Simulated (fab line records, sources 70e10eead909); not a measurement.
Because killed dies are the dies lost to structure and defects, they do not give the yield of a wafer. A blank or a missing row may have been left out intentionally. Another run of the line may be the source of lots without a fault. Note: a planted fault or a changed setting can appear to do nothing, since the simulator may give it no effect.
Matching of chambers    flow nand harc    pecvd-04 running NHARC_A_STAIRCASE_DEP_417: 3 sister chambers
The step deposits Si3N4, target thk 60 nm. 14 wafers are shown with their chamber, then 7 later ones without.

== WAFERS PAIRED WITH THEIR CHAMBERS ==
wafer   chamber  heater power w (W)
L077.4  2        744
L077.5  1        637
L077.6  0        534
L081.2  1        699
L081.3  2        720
L081.5  0        587
L080.1  2        752
L080.2  0        591
L080.6  0        590
L083.1  2        648
L083.3  1        724
L083.5  1        713
L087.4  2        669
L087.5  0        579

SIGNATURES (means of the wafers above)
reading         chamber 0  chamber 1  chamber 2  scatter within a chamber
heater power w  576.20     693.25     706.60     37.3
Rule: for a wafer and a chamber, the distance is found by dividing, reading by reading, the gap between the wafer's reading and the chamber's mean by the reading's scatter, squaring, summing and taking the root. The wafer belongs to the nearest chamber; if the next one is less than 2 further off, it can't be placed. The scatter is the square root of a quotient: the sum, over the shown wafers, of each reading's squared deviation from its chamber's mean, divided by wafers minus chambers.

== WAFERS WHOSE CHAMBER IS MISSING ==
wafer   heater power w (W)
L087.6  639
L088.3  633
L088.4  653
L088.6  672
L092.1  650
L092.3  635
L092.4  636

== THE CHAMBER EACH PASSED THROUGH ==
wafer   from the rows above           in truth
L087.6  can't be placed: 1 or 0 or 2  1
L088.3  can't be placed: 0 or 1 or 2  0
L088.4  can't be placed: 1 or 2 or 0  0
L088.6  can't be placed: 1 or 2 or 0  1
L092.1  can't be placed: 1 or 2 or 0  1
L092.3  can't be placed: 1 or 0 or 2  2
L092.4  can't be placed: 1 or 0 or 2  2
Correctly placed: 0 of 7. Unplaceable from these rows: 7, with the true chamber sitting among the candidates in 7. 0 placed wrongly.
